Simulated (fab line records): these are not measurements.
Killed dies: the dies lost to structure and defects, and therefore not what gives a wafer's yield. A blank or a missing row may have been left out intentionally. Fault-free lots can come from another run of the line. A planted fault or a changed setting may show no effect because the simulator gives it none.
Chamber matching / flow n5 finfet / N5_BEOL_M1_CO_CAP_55 on cvd co-01: 3 sister chambers
The step material Co, precursor CCTBA/H2, target thk 2 nm, time 102.1 s. 3 wafers are shown with their chamber, then 12 later ones without.

## WAFERS, EACH WITH ITS CHAMBER
wafer=L087.6; chamber=1; heater power w (W)=214
wafer=L088.5; chamber=2; heater power w (W)=243
wafer=L088.6; chamber=0; heater power w (W)=256

## WAFERS WITH NO CHAMBER GIVEN
wafer=L090.3; heater power w (W)=243
wafer=L090.5; heater power w (W)=246
wafer=L090.6; heater power w (W)=245
wafer=L091.1; heater power w (W)=221
wafer=L091.2; heater power w (W)=253
wafer=L091.3; heater power w (W)=245
wafer=L094.1; heater power w (W)=241
wafer=L094.5; heater power w (W)=262
wafer=L094.6; heater power w (W)=221
wafer=L095.4; heater power w (W)=243
wafer=L095.5; heater power w (W)=222
wafer=L095.6; heater power w (W)=253

## THE CHAMBER EACH PASSED THROUGH
wafer=L090.3; from the rows above=2; in truth=2
wafer=L090.5; from the rows above=can't be placed: 2 or 0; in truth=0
wafer=L090.6; from the rows above=2; in truth=2
wafer=L091.1; from the rows above=1; in truth=1
wafer=L091.2; from the rows above=can't be placed: 0 or 2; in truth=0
wafer=L091.3; from the rows above=2; in truth=2
wafer=L094.1; from the rows above=2; in truth=2
wafer=L094.5; from the rows above=0; in truth=0
wafer=L094.6; from the rows above=1; in truth=1
wafer=L095.4; from the rows above=2; in truth=2
wafer=L095.5; from the rows above=1; in truth=1
wafer=L095.6; from the rows above=can't be placed: 0 or 2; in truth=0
Correct placement for 9 of the 12. Not placeable from these rows: 3 (in 3, the candidates include the true chamber). Wrongly placed: 0.
How it was worked out, from the rows above alone: a wafer's distance from a chamber is the root of the sum, over the readings, of the square of ((its reading less the chamber's mean) divided by the reading's scatter). If the next closest chamber is less than 2 further off than the closest, the wafer can't be placed; otherwise it belongs to the closest. The mean given for a chamber averages the wafers shown for that chamber. The scatter: with one shown wafer a chamber, the root of the mean of the squares of how far each hidden wafer lies from its nearest shown one.
